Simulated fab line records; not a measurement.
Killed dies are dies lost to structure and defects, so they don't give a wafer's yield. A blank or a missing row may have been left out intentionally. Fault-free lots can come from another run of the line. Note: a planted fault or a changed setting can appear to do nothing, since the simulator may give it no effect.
Matching of chambers | flow n5 finfet | N5_GATE_CUT_DESCUM_18 on rie diel-02: 4 sister chambers
The step chemistry O2, time 7 s. 4 wafers are shown with their chamber, then 12 later ones without.

== EACH WAFER AND ITS CHAMBER ==
wafer  | chamber | throttle valve pct (%)
L087.5 | 0       | 20.56
L089.1 | 2       | 20.29
L089.2 | 3       | 20.71
L089.3 | 1       | 20.06

== WAFERS WHOSE CHAMBER IS MISSING ==
wafer  | throttle valve pct (%)
L089.4 | 20.31
L089.5 | 20.71
L089.6 | 20.06
L092.1 | 20.09
L092.2 | 20.18
L092.4 | 20.29
L094.1 | 20.10
L094.3 | 20.33
L094.4 | 20.23
L097.1 | 20.32
L097.5 | 20.72
L097.6 | 20.32

== WHICH CHAMBER EACH ONE RAN IN ==
wafer  | from the rows above     | in truth
L089.4 | 2                       | 2
L089.5 | 3                       | 3
L089.6 | 1                       | 1
L092.1 | 1                       | 1
L092.2 | can't be placed: 2 or 1 | 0
L092.4 | 2                       | 2
L094.1 | 1                       | 1
L094.3 | 2                       | 2
L094.4 | 2                       | 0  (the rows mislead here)
L097.1 | 2                       | 2
L097.5 | 3                       | 3
L097.6 | 2                       | 2
Correct placement for 10 of the 12. Cannot be placed on the basis of these rows: 1; the candidates contain the true chamber in 0. Number placed wrongly: 1.
How it was worked out, from the rows above alone: a wafer's distance from a chamber is the root of the sum, over the readings, of the square of ((its reading less the chamber's mean) divided by the reading's scatter). If the next closest chamber is less than 2 further off than the closest, the wafer can't be placed; otherwise it belongs to the closest. For every chamber, the mean is computed from those of its wafers that are shown. The scatter: with one shown wafer a chamber, the root of the mean of the squares of how far each hidden wafer lies from its nearest shown one.
